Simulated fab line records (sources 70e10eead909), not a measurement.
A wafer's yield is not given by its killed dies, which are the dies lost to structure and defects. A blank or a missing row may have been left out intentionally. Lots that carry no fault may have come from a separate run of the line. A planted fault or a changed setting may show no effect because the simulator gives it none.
Chamber matching    flow nandHarc    4 sister chambers for NHARC_A_CONTACT_ETCH_92 on rieDiel-03
The step etches the open film in CH3F/O2, target depth 40 nm, time 85.7 s. 4 wafers are shown with their chamber, then 12 later ones without.

== WAFERS WITH THEIR CHAMBER ==
wafer   chamber  showerheadPlenumPTorr (Torr)
L089.1  0        2.65
L087.1  3        2.44
L087.5  2        2.66
L087.6  1        2.31

== WAFERS WITHOUT THEIR CHAMBER ==
wafer   showerheadPlenumPTorr (Torr)
L090.2  2.65
L090.4  2.44
L090.6  2.44
L093.2  2.65
L093.3  2.66
L093.5  2.65
L092.3  2.31
L092.4  2.66
L092.5  2.43
L095.1  2.31
L095.2  2.66
L095.3  2.64

== WHICH CHAMBER EACH ONE RAN IN ==
wafer   from the rows above  in truth
L090.2  0                    0
L090.4  3                    3
L090.6  3                    3
L093.2  0                    0
L093.3  2                    2
L093.5  0                    0
L092.3  1                    1
L092.4  2                    2
L092.5  3                    3
L095.1  1                    1
L095.2  2                    2
L095.3  0                    0
Correct placement for 12 of the 12. Left unplaced by these rows: 0. 0 placed wrongly.
How it was worked out, from the rows above alone: a wafer's distance from a chamber is the root of the sum, over the readings, of the square of ((its reading less the chamber's mean) divided by the reading's scatter). If the next closest chamber is less than 2 further off than the closest, the wafer can't be placed; otherwise it belongs to the closest. Each chamber's mean is taken over the wafers shown for it. The scatter: with one shown wafer a chamber, the root of the mean of the squares of how far each hidden wafer lies from its nearest shown one.
